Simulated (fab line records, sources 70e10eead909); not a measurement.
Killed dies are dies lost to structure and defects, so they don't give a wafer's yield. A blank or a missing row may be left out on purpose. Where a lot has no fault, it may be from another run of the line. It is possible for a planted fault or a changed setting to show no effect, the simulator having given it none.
Which tool is to blame? | flow nand-harc | at 1 step of a route of 1302, 12 lots with 36 wafers sampled

WHAT THE GAUGES READ, wafer by wafer
NHARC_P_CONTACT_INSPECT_27.
lot  | measured     | on                | raw-defect-count
L075 | day 6 14:16  | defect-inspect-02 | 275 322 244
L077 | day 7 09:01  | defect-inspect-02 | 352 382 330
L078 | day 8 13:44  | defect-inspect-01 | 298 338 347
L081 | day 9 12:07  | defect-inspect-01 | 498 312 309
L083 | day 10 02:40 | defect-inspect-02 | 298 231 267
L085 | day 10 18:17 | defect-inspect-01 | 278 255 380
L087 | day 11 07:43 | defect-inspect-01 | 232 315 221
L089 | day 12 04:55 | defect-inspect-02 | 246 106 233
L091 | day 12 22:49 | defect-inspect-01 | 367 267 285
L093 | day 13 19:26 | defect-inspect-02 | 355 263 441
L095 | day 15 05:04 | defect-inspect-01 | 397 404 433
L097 | day 15 16:38 | defect-inspect-01 | 287 247 329

TOOL THAT RAN EACH LOT (tool first, then ch and the chambers of the sampled wafers, then the start)
No process step before these readings appears in the record.

THE ANSWER, worked out from the rows above alone
Rule: the usual values come from the lots themselves. Put in order of their means at a reading, lots are off if they are a third of the lots or fewer, leave a main group of 4 or more, and stand apart from it by a gap of 3 or more times the standard deviation of the main group's means; of several such gaps the widest counts. The tables above print the reading to a certain number of digits; a main group whose means all agree to those digits is not used. A lot without any number at a reading at which 4 lots or more have one is off too. All remaining lots with rows at the step are treated as sound.
Across all readings shown, no lot is off: no conclusion can be drawn from this.

WHAT THE SIMULATOR PUT IN
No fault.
